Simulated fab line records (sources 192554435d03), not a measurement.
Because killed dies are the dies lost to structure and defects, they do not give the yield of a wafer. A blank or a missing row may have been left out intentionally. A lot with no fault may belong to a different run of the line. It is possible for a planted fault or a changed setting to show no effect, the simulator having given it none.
Chamber matching + flow n5-finfet + rie-diel-05 running N5_BEOL_M2_VIA_ETCH_34: 4 sister chambers
The step etches the open film in C4F6/O2, target depth 69.4 nm, time 65.9 s. 4 wafers are shown with their chamber, then 11 later ones without.

WAFERS, EACH WITH ITS CHAMBER
| wafer  | chamber | rf-vpp-V (V) |
|--------|---------|--------------|
| L088.1 | 3       | 689          |
| L088.2 | 0       | 682          |
| L088.4 | 1       | 653          |
| L089.1 | 2       | 660          |

WAFERS WHOSE CHAMBER IS MISSING
| wafer  | rf-vpp-V (V) |
|--------|--------------|
| L089.3 | 682          |
| L089.6 | 687          |
| L091.4 | 689          |
| L091.5 | 681          |
| L091.6 | 653          |
| L093.1 | 688          |
| L093.4 | 689          |
| L093.5 | 652          |
| L097.1 | 682          |
| L097.2 | 689          |
| L097.6 | 688          |

CHAMBER TAKEN BY EACH
| wafer  | from the rows above | in truth |
|--------|---------------------|----------|
| L089.3 | 0                   | 0        |
| L089.6 | 3                   | 3        |
| L091.4 | 3                   | 3        |
| L091.5 | 0                   | 0        |
| L091.6 | 1                   | 1        |
| L093.1 | 3                   | 3        |
| L093.4 | 3                   | 3        |
| L093.5 | 1                   | 1        |
| L097.1 | 0                   | 0        |
| L097.2 | 3                   | 3        |
| L097.6 | 3                   | 3        |
Correct placement for 11 of the 11. Not placeable from these rows: 0. Placed wrongly: 0.
How it was worked out, from the rows above alone: a wafer's distance from a chamber is the root of the sum, over the readings, of the square of ((its reading less the chamber's mean) divided by the reading's scatter). The wafer belongs to the nearest chamber; if the next one is less than 2 further off, it can't be placed. A chamber's mean is the mean of its shown wafers. The scatter: with one shown wafer a chamber, the root of the mean of the squares of how far each hidden wafer lies from its nearest shown one.
